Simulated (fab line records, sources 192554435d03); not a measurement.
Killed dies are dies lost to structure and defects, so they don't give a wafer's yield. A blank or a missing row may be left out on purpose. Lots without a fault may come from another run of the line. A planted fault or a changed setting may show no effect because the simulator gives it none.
fab line records | flow n5_finfet
record lots=7 wafers=21
route steps=1938 shown MOL_CONTACT_COAG@595 BEOL_M0_SAQP@647 BEOL_M0_CUTY@701 BEOL_M0@720 BEOL_M1@780 BEOL_M3@958 BEOL_M4@1021
start_h: hours from the record's first day to the start of the lot's first wafer shown | wait_h: hours since the lot's step before | " the same as in the row above | L1.1+2: a row that stands for several wafers | - no value, or no start given | * or withheld: withheld | < > ~ a bound
route shown NAME@n: a module of which the file shows steps, and the number in the route of the first | usual: mean/standard deviation of fault-free wafers | same: alike in all rows | chamber/n: place in a boat | sites: the reading at each site | _std_site: their standard deviation | _edge_site: outer sites' mean less inner sites' | radius_mm: how far each site lies from the wafer's centre | mask NAME#n: copy n | behind: the tool/chamber that last shaped the wafer | hold: why the lot was held/for how many hours/how that ended | device: the transistor (n, p or np) that didn't switch | end of line: the same wafers' tests at the end of the route | a step without rows: its recipe alone | killed: dies lost to structure and defects at the first sort, not the wafer's yield | map: a wafer's dies, x killed, . not, _ none there
set.NAME: the setting as run; set.NAME@STEP: as run at that earlier step | model.NAME: the simulator's own value behind a step, which no gauge read
lots whose settings were changed on purpose; a table a step, a row a wafer
## steps
# step N5_MOL_CONTACT_COAG_COAT_64
# recipe resist=underlayer temp_c=205 time_s=60 spin_rpm=1500 resist_thk_nm=10
# columns lot.wafer tool chamber start_h wait_h set.spin_rpm model.underlayer_of_MOL_CONTACT_COAG_COAT_64.thk_nm
L077.2+5+6 litho_track-02 0 - - 1500 10
L080.2+5 litho_track-01 0 - - 1448 10.2
L080.3 " 0 " " 1500 10
L083.1+2+6 litho_track-01 0 - - 1434 10.2
L087.2+6 litho_track-01 0 - - 1500 10
L087.3 " 0 " " 1607 9.8
L088.3+4 litho_track-01 0 - - 1500 10
L088.5 " 0 " " 1586 9.8
L093.2+6 litho_track-04 0 - - 1604 9.6
L093.4 " 0 " " 1500 10
L095.2+4+5 litho_track-01 0 - - 1500 10
# step N5_MOL_CONTACT_COAG_COAT_34
# recipe resist=CAR-EUV spin_rpm=1500 resist_thk_nm=40
# step N5_MOL_CONTACT_COAG_EBR_36
# recipe solvent=PGMEA ebr_width_mm=1.5
# step N5_MOL_CONTACT_COAG_DESCUM_45
# recipe chemistry=O2 time_s=7 source_power_w=50 bias_power_w=20 pressure_mtorr=20 rf_frequency_hz=2.712e+07 temp_c=40 resist=CAR-EUV o2_flow_sccm=225
# step N5_MOL_CONTACT_COAG_ETCH_65
# recipe chemistry=N2/H2 target=underlayer target_depth_a=130 mask_material=CAR-EUV time_s=10.4 ion_energy_ev=200 pressure_mtorr=30 source_w=840 bias_w=150 n2_flow_sccm=200 h2_flow_sccm=200 ends=cleared
# columns lot.wafer tool chamber start_h wait_h set.spin_rpm@MOL_CONTACT_COAG_COAT_64 model.etch.depth_nm
L077.2 rie_diel-01 3 121.08 0.0 1500 10.09
L077.5 " 2 " " 1500 10.07
L077.6 " 1 " " 1500 10.1
L080.2 rie_diel-02 1 136.01 0.0 1448 10.21
L080.3 " 0 " " 1500 9.997
L080.5 " 3 " " 1448 10.2
L083.1 rie_diel-01 1 153.86 0.0 1434 10.24
L083.2 " 2 " " 1434 10.27
L083.6 " 0 " " 1434 10.21
L087.2 rie_diel-04 0 177.16 0.0 1500 10.07
L087.3 " 2 " " 1607 9.737
L087.6 " 1 " " 1500 10.08
L088.3 rie_diel-01 0 185.61 0.0 1500 10.08
L088.4 " 1 " " 1500 10.06
L088.5 " 2 " " 1586 9.76
L093.2 rie_diel-01 0 214.45 0.0 1604 9.688
L093.4 " 3 " " 1500 10.04
L093.6 " 0 " " 1604 9.685
L095.2 rie_diel-01 3 231.75 0.0 1500 9.989
L095.4 " 1 " " 1500 9.962
L095.5 " 3 " " 1500 10
# step N5_BEOL_M0_SAQP_PEB_12
# recipe peb_temp_c=withheld peb_time_s=60 resist=CAR-ArF
# columns lot.wafer tool chamber start_h wait_h set.peb_time_s
L077.2+6 litho_track-02 0 127.90 0.0 60
L077.5 " 0 " " 53.38
L080.2+3 litho_track-03 0 142.43 0.0 60
L080.5 " 0 " " 49.58
L083.1+2 litho_track-05 0 162.20 0.1 48.99
L083.6 " 0 " " 60
L087.2+3+6 litho_track-05 0 183.06 0.0 51.46
L088.3+4+5 litho_track-05 0 193.30 0.0 60
L093.2 litho_track-02 0 221.75 0.0 60
L093.4+6 " 0 " " 73.4
L095.2+4+5 litho_track-03 0 237.97 0.0 60
# step N5_BEOL_M0_SAQP_DEVELOP_13
# recipe develop_time_s=30 developer=TMAH resist=CAR-ArF dev_temp_c=23 rinse_liquid=diw dry=air_spin
# columns lot.wafer tool chamber start_h wait_h set.develop_time_s
L077.2+5+6 litho_track-02 0 - - 30
L080.2 litho_track-03 0 - - 30
L080.3+5 " 0 " " 32.12
L083.1+2 litho_track-05 0 - - 30
L083.6 " 0 " " 36.11
L087.2 litho_track-05 0 - - 30
L087.3+6 " 0 " " 36.23
L088.3+4+5 litho_track-05 0 - - 30
L093.2+6 litho_track-02 0 - - 30
L093.4 " 0 " " 26.04
L095.2+4+5 litho_track-03 0 - - 30
# step N5_BEOL_M0_SAQP_CD_MEAS_14
# recipe target_cd_nm=42.5 landing_energy_ev=500 detector=se_inlens
# usual cd_nm=42.6/0.52
# columns lot.wafer tool chamber start_h wait_h set.peb_time_s@BEOL_M0_SAQP_PEB_12 cd_nm
L077.2 cd_sem-02 0 127.97 - 60 41.5
L077.5 " 0 " " 53.38 43.7
L077.6 " 0 " " 60 41.8
L080.2 cd_sem-02 0 142.49 - 60 42.1
L080.3 " 0 " " 60 42.1
L080.5 " 0 " " 49.58 45.7
L083.1 cd_sem-01 0 162.27 - 48.99 46.8
L083.2 " 0 " " 48.99 45.8
L083.6 " 0 " " 60 42.2
L087.2 cd_sem-02 0 183.13 - 51.46 45.8
L087.3 " 0 " " 51.46 44.6
L087.6 " 0 " " 51.46 45.3
L088.3 cd_sem-01 0 193.37 - 60 42.9
L088.4 " 0 " " 60 43.4
L088.5 " 0 " " 60 43.2
L093.2 cd_sem-02 0 221.82 - 60 42.6
L093.4 " 0 " " 73.4 39.6
L093.6 " 0 " " 73.4 39.4
L095.2 cd_sem-02 0 238.03 - 60 43.1
L095.4 " 0 " " 60 42.9
L095.5 " 0 " " 60 42.2
# step N5_BEOL_M0_CUTY_COAT_50
# recipe resist=SiARC temp_c=220 time_s=60 spin_rpm=1500 resist_thk_nm=15
# columns lot.wafer tool chamber start_h wait_h set.spin_rpm model.SiARC_of_BEOL_M0_CUTY_COAT_50.thk_nm
L077.2+5 litho_track-05 0 133.21 0.0 1500 15
L077.6 " 0 " " 1441 15.4
L080.2 litho_track-01 0 148.15 0.0 1648 14.4
L080.3 " 0 " " 1648 14.2
L080.5 " 0 " " 1500 15
L083.1 litho_track-04 0 169.89 0.0 1620 14.4
L083.2+6 " 0 " " 1500 15
L087.2+3 litho_track-04 0 188.57 0.0 1400 15.6
L087.6 " 0 " " 1500 15
L088.3+5 litho_track-05 0 200.03 0.0 1456 15.2
L088.4 " 0 " " 1500 15
L093.2 litho_track-01 0 226.81 0.0 1500 15
L093.4+6 " 0 " " 1598 14.6
L095.2+4+5 litho_track-04 0 244.31 0.0 1500 15
# step N5_BEOL_M0_ETCH_128
# recipe chemistry=CF4/N2 target_depth_a=120 overetch_a=51 target=SiCN time_s=21.4 ion_energy_ev=150 pressure_mtorr=40 source_w=430 bias_w=70 Ar_flow_sccm=100 cf4_flow_sccm=60 n2_flow_sccm=60
# usual rf_vpp_V=382.2/1.8
# columns lot.wafer tool chamber start_h wait_h set.source_w rf_vpp_V
L077.2 rie_diel-04 1 138.07 1.3 430 382.2
L077.5 " 1 " " 430 382.4
L077.6 " 2 " " 430 383.8
L080.2 rie_diel-04 1 151.49 0.3 430 384.6
L080.3 " 3 " " 378.6 401.6
L080.5 " 0 " " 378.6 395.1
L083.1 rie_diel-01 1 171.28 0.0 430 381.9
L083.2 " 2 " " 473.7 370.7
L083.6 " 1 " " 430 380.7
L087.2 rie_diel-04 3 190.09 0.0 378.7 400.7
L087.3 " 1 " " 378.7 398.2
L087.6 " 2 " " 430 383.6
L088.3 rie_diel-01 0 201.72 0.4 389 393.1
L088.4 " 1 " " 430 381.0
L088.5 " 2 " " 430 383.1
L093.2 rie_diel-01 0 228.51 0.0 489.6 364.0
L093.4 " 1 " " 430 380.0
L093.6 " 3 " " 489.6 363.8
L095.2 rie_diel-04 2 246.79 0.2 430 383.2
L095.4 " 2 " " 430 382.7
L095.5 " 3 " " 430 383.3
# step N5_BEOL_M0_TRENCH_ETCH_107
# recipe chemistry=C4F6/O2 target_depth_a=328 target=SiOC time_s=16.4 ion_energy_ev=250 pressure_mtorr=30 source_w=355 bias_w=185 Ar_flow_sccm=300 C4F6_flow_sccm=10 O2_flow_sccm=10
# columns lot.wafer tool chamber start_h wait_h set.target_depth_a model.BEOL_M0.feature_depth_nm
L077.2 rie_diel-04 1 138.11 0.0 328 33
L077.5 " 1 " " 357.2 36.2
L077.6 " 2 " " 328 33.4
L080.2 rie_diel-04 1 151.54 0.0 328 32.6
L080.3 " 3 " " 328 32.2
L080.5 " 0 " " 328 33.2
L083.1 rie_diel-01 1 171.32 0.0 291.6 28.8
L083.2+6 " 2,1 " " 328 32.8
L087.2 rie_diel-04 3 190.13 0.0 328 32.2
L087.3 " 1 " " 338.2 33.8
L087.6 " 2 " " 338.2 34
L088.3 rie_diel-01 0 201.77 0.0 328 32.8
L088.4 " 1 " " 356.1 35.6
L088.5 " 2 " " 356.1 35.2
L093.2 rie_diel-01 0 228.55 0.0 328 33.4
L093.4 " 1 " " 328 32.6
L093.6 " 3 " " 338.1 33.8
L095.2 rie_diel-04 2 246.83 0.0 328 33
L095.4 " 2 " " 328 32.8
L095.5 " 3 " " 328 32.4
# step N5_BEOL_M0_STRIP_142
# recipe chemistry=N2/H2 time_s=10 power_w=450 temp_c=40 pressure_mtorr=20 rf_frequency_hz=6e+07 bias_power_w=7 n2_flow_sccm=200 h2_flow_sccm=200
# step N5_BEOL_M0_OCD_MEAS_108
# usual trench_depth_nm=32.8/0.67
# columns lot.wafer tool chamber start_h wait_h set.target_depth_a@BEOL_M0_TRENCH_ETCH_107 trench_depth_nm
L077.2 ocd-01 - 138.21 0.1 328 32.9
L077.5 " - " " 357.2 36.2
L077.6 " - " " 328 33.0
L080.2 ocd-02 - 151.64 0.1 328 32.5
L080.3 " - " " 328 32.4
L080.5 " - " " 328 33.1
L083.1 ocd-02 - 171.42 0.1 291.6 28.9
L083.2 " - " " 328 32.9
L083.6 " - " " 328 32.6
L087.2 ocd-01 - 190.24 0.1 328 32.7
L087.3 " - " " 338.2 33.2
L087.6 " - " " 338.2 33.8
L088.3 ocd-01 - 201.87 0.1 328 32.8
L088.4 " - " " 356.1 35.3
L088.5 " - " " 356.1 35.1
L093.2 ocd-01 - 228.65 0.1 328 33.2
L093.4 " - " " 328 33.3
L093.6 " - " " 338.1 33.6
L095.2 ocd-02 - 246.93 0.1 328 33.3
L095.4 " - " " 328 33.4
L095.5 " - " " 328 32.0
# step N5_BEOL_M1_COAT_22
# recipe resist=CAR-EUV spin_rpm=1500 resist_thk_nm=30
# columns lot.wafer tool chamber start_h wait_h set.spin_rpm model.CAR-EUV_of_BEOL_M1_COAT_22.thk_nm
L077.2+5+6 litho_track-03 0 - - 1500 30
L080.2+3+5 litho_track-03 0 - - 1500 30
L083.1+6 litho_track-01 0 - - 1500 30
L083.2 " 0 " " 1500 30.2
L087.2+6 litho_track-03 0 - - 1500 30
L087.3 " 0 " " 1337 31.6
L088.3 litho_track-03 0 - - 1500 30
L088.4 " 0 " " 1500 29.8
L088.5 " 0 " " 1611 28.8
L093.2+4+6 litho_track-03 0 - - 1500 30
L095.2+4+5 litho_track-03 0 - - 1500 30
# step N5_BEOL_M1_EBR_24
# recipe solvent=PGMEA ebr_width_mm=1.5
# step N5_BEOL_M1_SOFTBAKE_23
# recipe temp_c=110 time_s=60 resist=CAR-EUV
# step N5_BEOL_M1_DESCUM_33
# recipe chemistry=O2 time_s=7 source_power_w=50 bias_power_w=20 pressure_mtorr=20 rf_frequency_hz=2.712e+07 temp_c=40 resist=CAR-EUV o2_flow_sccm=225
# columns lot.wafer tool chamber start_h wait_h set.spin_rpm@BEOL_M1_COAT_22 model.CAR-EUV_of_BEOL_M1_COAT_22.thk_nm
L077.2+5 rie_diel-06 3,1 143.34 0.1 1500 26
L077.6 " 0 " " 1500 26.2
L080.2+5 rie_diel-03 3 157.18 0.0 1500 26.2
L080.3 " 0 " " 1500 26
L083.1+6 rie_diel-03 1 176.87 0.0 1500 26
L083.2 " 3 " " 1500 26.2
L087.2+6 rie_diel-03 0 199.38 0.1 1500 26
L087.3 " 1 " " 1337 27.6
L088.3+4 rie_diel-05 0,2 212.85 0.1 1500 26
L088.5 " 3 " " 1611 25
L093.2 rie_diel-06 0 234.85 0.0 1500 26.2
L093.4+6 " 2,3 " " 1500 26
L095.2+4 rie_diel-05 3,2 257.86 0.0 1500 26.2
L095.5 " 1 " " 1500 26
# step N5_BEOL_M1_ETCH_77
# recipe chemistry=N2/H2 target=underlayer target_depth_a=65 mask_material=CAR-EUV time_s=5.2 ion_energy_ev=200 pressure_mtorr=30 source_w=840 bias_w=150 n2_flow_sccm=200 h2_flow_sccm=200 ends=cleared
# columns lot.wafer tool chamber start_h wait_h set.spin_rpm@BEOL_M1_COAT_22 model.CAR-EUV_of_BEOL_M1_COAT_22.thk_nm
L077.2+5 rie_diel-06 3,1 143.37 0.0 1500 20.2
L077.6 " 0 " " 1500 20.4
L080.2+5 rie_diel-03 3 157.21 0.0 1500 20.4
L080.3 " 0 " " 1500 20.2
L083.1+6 rie_diel-03 1 176.90 0.0 1500 20.2
L083.2 " 3 " " 1500 20.4
L087.2+6 rie_diel-03 0 199.41 0.0 1500 20.4
L087.3 " 1 " " 1337 21.8
L088.3+4 rie_diel-05 0,2 212.88 0.0 1500 20.2
L088.5 " 3 " " 1611 19.2
L093.2 rie_diel-06 0 234.88 0.0 1500 20.4
L093.4+6 " 2,3 " " 1500 20.2
L095.2+4+5 rie_diel-05 3,2,1 257.90 0.0 1500 20.4
# step N5_BEOL_M1_ALD_98
# recipe material=SiO2 target_thk_a=25 temp_c=100 ald_precursor_family=BDEAS ald_co_reactant=O2-plasma pulse_time_s=1 co_reactant_pulse_time_s=1 purge_time_s=2 co_reactant_purge_time_s=2 ald_cycles=17 pressure_torr=2
# columns lot.wafer tool chamber start_h wait_h set.ald_cycles model.SiO2_of_BEOL_M1_ALD_98.thk_nm
L077.2 ald_sin-03 2 143.67 0.3 19 2.8
L077.5 " 3 " " 17 2.4
L077.6 " 2 " " 17 2.6
L080.2+3 ald_sin-03 3,1 157.31 0.1 17 2.4
L080.5 " 1 " " 19 2.8
L083.1 ald_sin-01 3 177.00 0.1 17 2.4
L083.2 " 2 " " 17 2.6
L083.6 " 1 " " 15 2.2
L087.2+6 ald_sin-01 1 199.51 0.1 16 2.4
L087.3 " 0 " " 17 2.4
L088.3 ald_sin-01 1 213.14 0.2 17 2.6
L088.4+5 " 3,1 " " 15 2.2
L093.2+6 ald_sin-03 3,2 234.98 0.1 17 2.4
L093.4 " 0 " " 17 2.6
L095.2+4+5 ald_sin-02 2,1,3 258.00 0.1 17 2.6
# step N5_BEOL_M3_COAT_68
# recipe resist=SiARC temp_c=220 time_s=60 spin_rpm=1500 resist_thk_nm=12
# columns lot.wafer tool chamber start_h wait_h set.spin_rpm model.SiARC_of_BEOL_M3_COAT_68.thk_nm
L077.2+6 litho_track-04 0 - - 1500 12
L077.5 " 0 " " 1556 11.8
L080.2 litho_track-01 0 - - 1561 11.8
L080.3+5 " 0 " " 1500 12
L083.1+2+6 litho_track-02 0 - - 1368 12.6
L087.2+3+6 litho_track-04 0 - - 1359 12.6
L088.3 litho_track-04 0 - - 1577 11.6
L088.4+5 " 0 " " 1500 12
L093.2+4 litho_track-04 0 - - 1500 12
L093.6 " 0 " " 1605 11.6
L095.2+4+5 litho_track-02 0 - - 1500 12
# step N5_BEOL_M3_COAT_22
# recipe resist=CAR-EUV spin_rpm=1500 resist_thk_nm=30
# columns lot.wafer tool chamber start_h wait_h set.spin_rpm model.CAR-EUV_of_BEOL_M3_COAT_22.thk_nm
L077.2 litho_track-04 0 - - 1604 29
L077.5 " 0 " " 1500 30
L077.6 " 0 " " 1500 30.2
L080.2 litho_track-01 0 - - 1560 29.6
L080.3 " 0 " " 1500 30
L080.5 " 0 " " 1560 29.4
L083.1+6 litho_track-02 0 - - 1500 30
L083.2 " 0 " " 1639 28.8
L087.2+3+6 litho_track-04 0 - - 1500 30
L088.3 litho_track-04 0 - - 1500 29.8
L088.4+5 " 0 " " 1500 30
L093.2 litho_track-04 0 - - 1500 30
L093.4 " 0 " " 1560 29.4
L093.6 " 0 " " 1560 29.2
L095.2+4+5 litho_track-02 0 - - 1500 30
# step N5_BEOL_M3_EBR_24
# recipe solvent=PGMEA ebr_width_mm=1.5
# step N5_BEOL_M3_SOFTBAKE_23
# recipe temp_c=110 time_s=60 resist=CAR-EUV
# step N5_BEOL_M3_DESCUM_33
# recipe chemistry=O2 time_s=7 source_power_w=50 bias_power_w=20 pressure_mtorr=20 rf_frequency_hz=2.712e+07 temp_c=40 resist=CAR-EUV o2_flow_sccm=225
# columns lot.wafer tool chamber start_h wait_h set.spin_rpm@BEOL_M3_COAT_22 model.CAR-EUV_of_BEOL_M3_COAT_22.thk_nm
L077.2 rie_diel-03 2 167.51 0.0 1604 25
L077.5+6 " 2,1 " " 1500 26
L080.2+5 rie_diel-05 3,1 181.17 0.0 1560 25.6
L080.3 " 1 " " 1500 26
L083.1+6 rie_diel-03 1,2 201.55 0.0 1500 26
L083.2 " 2 " " 1639 24.8
L087.2 rie_diel-03 0 232.17 0.0 1500 26.2
L087.3+6 " 1,0 " " 1500 26
L088.3+4 rie_diel-06 1,3 240.99 0.0 1500 26
L088.5 " 0 " " 1500 26.2
L093.2 rie_diel-05 2 269.88 0.0 1500 26
L093.4+6 " 1,0 " " 1560 25.4
L095.2 rie_diel-03 0 287.54 0.0 1500 26.2
L095.4+5 " 1 " " 1500 26
# step N5_BEOL_M3_ETCH_77
# recipe chemistry=N2/H2 target=underlayer target_depth_a=65 mask_material=CAR-EUV time_s=5.2 ion_energy_ev=200 pressure_mtorr=30 source_w=840 bias_w=150 n2_flow_sccm=200 h2_flow_sccm=200 ends=cleared
# step N5_BEOL_M3_ETCH_69
# recipe chemistry=CF4 target=SiARC target_depth_a=156 mask_material=CAR-EUV time_s=26 ion_energy_ev=80 pressure_mtorr=40 source_w=545 bias_w=36 Ar_flow_sccm=100 cf4_flow_sccm=100 ends=cleared
# columns lot.wafer tool chamber start_h wait_h set.spin_rpm@BEOL_M3_COAT_68 model.etch.depth_nm
L077.2+6 rie_diel-03 2,1 167.57 0.0 1500 11.99
L077.5 " 2 " " 1556 11.81
L080.2 rie_diel-05 3 181.22 0.0 1561 11.75
L080.3 " 1 " " 1500 12.01
L080.5 " 1 " " 1500 12.02
L083.1 rie_diel-03 1 201.60 0.0 1368 12.55
L083.2 " 2 " " 1368 12.57
L083.6 " 2 " " 1368 12.56
L087.2 rie_diel-03 0 232.22 0.0 1359 12.57
L087.3 " 1 " " 1359 12.6
L087.6 " 0 " " 1359 12.58
L088.3 rie_diel-06 1 241.04 0.0 1577 11.69
L088.4 " 3 " " 1500 11.98
L088.5 " 0 " " 1500 11.99
L093.2 rie_diel-05 2 269.93 0.0 1500 11.99
L093.4 " 1 " " 1500 11.96
L093.6 " 0 " " 1605 11.54
L095.2 rie_diel-03 0 287.59 0.0 1500 11.96
L095.4 " 1 " " 1500 11.97
L095.5 " 1 " " 1500 11.99
# step N5_BEOL_M4_ILD_DEP_00
# recipe material=SiOC target_thk_a=790 temp_c=350 precursor=DEMS/O2 pressure_torr=5 rf_w=500 time_s=15.3
# columns lot.wafer tool chamber start_h wait_h set.time_s model.SiOC_of_BEOL_M4_ILD_DEP_00.thk_nm
L077.2 pecvd-02 1 175.74 0.0 15.3 78.6
L077.5+6 " 0,1 " " 16.17 84.4
L080.2 pecvd-03 1 198.66 0.0 16.6 85.4
L080.3 " 2 " " 16.6 84.6
L080.5 " 0 " " 15.3 79.4
L083.1 pecvd-04 1 217.03 0.0 15.3 76.8
L083.2 " 0 " " 17.02 86.6
L083.6 " 0 " " 17.02 87.2
L087.2 pecvd-03 2 248.50 0.0 15.3 78
L087.3 " 0 " " 15.3 77.8
L087.6 " 0 " " 15.3 78.4
L088.3 pecvd-04 2 251.18 0.0 17.58 91.4
L088.4 " 0 " " 17.58 92.2
L088.5 " 2 " " 15.3 80.6
L093.2 pecvd-04 1 285.05 0.0 13.01 65.6
L093.4 " 0 " " 13.01 67.8
L093.6 " 2 " " 15.3 80.4
L095.2+4 pecvd-02 0 298.84 0.0 15.3 78.6
L095.5 " 2 " " 15.3 79
# step N5_BEOL_M4_THK_MEAS_01
# recipe reads=SiOC_of_BEOL_M4_ILD_DEP_00
# usual M4_ILD_THK=78.9/1
# columns lot.wafer tool chamber start_h wait_h set.time_s@BEOL_M4_ILD_DEP_00 M4_ILD_THK[nm]
L077.2 film_metro-02 - 175.80 0.1 15.3 78.7
L077.5 " - " " 16.17 84.5
L077.6 " - " " 16.17 84.4
L080.2 film_metro-01 - 198.73 0.1 16.6 85.5
L080.3 " - " " 16.6 84.6
L080.5 " - " " 15.3 79.3
L083.1 film_metro-02 - 217.11 0.1 15.3 76.8
L083.2 " - " " 17.02 86.6
L083.6 " - " " 17.02 87.2
L087.2 film_metro-02 - 248.57 0.1 15.3 78.0
L087.3 " - " " 15.3 77.7
L087.6 " - " " 15.3 78.5
L088.3 film_metro-02 - 251.25 0.1 17.58 91.4
L088.4 " - " " 17.58 92.1
L088.5 " - " " 15.3 80.6
L093.2 film_metro-02 - 285.12 0.1 13.01 65.6
L093.4 " - " " 13.01 67.8
L093.6 " - " " 15.3 80.4
L095.2 film_metro-01 - 298.90 0.1 15.3 78.7
L095.4 " - " " 15.3 78.5
L095.5 " - " " 15.3 79.1
## key
split step=N5_MOL_CONTACT_COAG_COAT_64 setting=spin_rpm stated=1500 by=wafer
response step=N5_MOL_CONTACT_COAG_COAT_64 reading=model.underlayer_of_MOL_CONTACT_COAG_COAT_64.thk_nm change=-0.042 per=1% r=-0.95
response step=N5_MOL_CONTACT_COAG_ETCH_65 reading=model.etch.depth_nm change=-0.051 per=1% r=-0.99
split step=N5_BEOL_M0_SAQP_PEB_12 setting=peb_time_s stated=60 by=wafer
response step=N5_BEOL_M0_SAQP_CD_MEAS_14 reading=cd_nm change=-0.182 per=1% r=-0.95
split step=N5_BEOL_M0_SAQP_DEVELOP_13 setting=develop_time_s stated=30 by=wafer
response none clear
split step=N5_BEOL_M0_CUTY_COAT_50 setting=spin_rpm stated=1500 by=wafer
response step=N5_BEOL_M0_CUTY_COAT_50 reading=model.SiARC_of_BEOL_M0_CUTY_COAT_50.thk_nm change=-0.0751 per=1% r=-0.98
split step=N5_BEOL_M0_ETCH_128 setting=source_w stated=430 by=wafer
response step=N5_BEOL_M0_ETCH_128 reading=rf_vpp_V change=-1.17 per=1% r=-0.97
split step=N5_BEOL_M0_TRENCH_ETCH_107 setting=target_depth_a stated=328 by=wafer
response step=N5_BEOL_M0_TRENCH_ETCH_107 reading=model.BEOL_M0.feature_depth_nm change=+0.343 per=1% r=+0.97
response step=N5_BEOL_M0_OCD_MEAS_108 reading=trench_depth_nm change=+0.327 per=1% r=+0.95
split step=N5_BEOL_M1_COAT_22 setting=spin_rpm stated=1500 by=wafer
response step=N5_BEOL_M1_COAT_22 reading=model.CAR-EUV_of_BEOL_M1_COAT_22.thk_nm change=-0.148 per=1% r=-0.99
response step=N5_BEOL_M1_DESCUM_33 reading=model.CAR-EUV_of_BEOL_M1_COAT_22.thk_nm change=-0.143 per=1% r=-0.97
response step=N5_BEOL_M1_ETCH_77 reading=model.CAR-EUV_of_BEOL_M1_COAT_22.thk_nm change=-0.131 per=1% r=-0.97
split step=N5_BEOL_M1_ALD_98 setting=ald_cycles stated=17 by=wafer
response step=N5_BEOL_M1_ALD_98 reading=model.SiO2_of_BEOL_M1_ALD_98.thk_nm change=+0.028 per=1% r=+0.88
split step=N5_BEOL_M3_COAT_68 setting=spin_rpm stated=1500 by=wafer
response step=N5_BEOL_M3_COAT_68 reading=model.SiARC_of_BEOL_M3_COAT_68.thk_nm change=-0.0606 per=1% r=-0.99
response step=N5_BEOL_M3_ETCH_69 reading=model.etch.depth_nm change=-0.0595 per=1% r=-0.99
split step=N5_BEOL_M3_COAT_22 setting=spin_rpm stated=1500 by=wafer
response step=N5_BEOL_M3_COAT_22 reading=model.CAR-EUV_of_BEOL_M3_COAT_22.thk_nm change=-0.142 per=1% r=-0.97
response step=N5_BEOL_M3_DESCUM_33 reading=model.CAR-EUV_of_BEOL_M3_COAT_22.thk_nm change=-0.133 per=1% r=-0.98
split step=N5_BEOL_M4_ILD_DEP_00 setting=time_s stated=15.3 by=wafer
response step=N5_BEOL_M4_ILD_DEP_00 reading=model.SiOC_of_BEOL_M4_ILD_DEP_00.thk_nm change=+0.836 per=1% r=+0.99
response step=N5_BEOL_M4_THK_MEAS_01 reading=M4_ILD_THK change=+0.836 per=1% r=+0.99
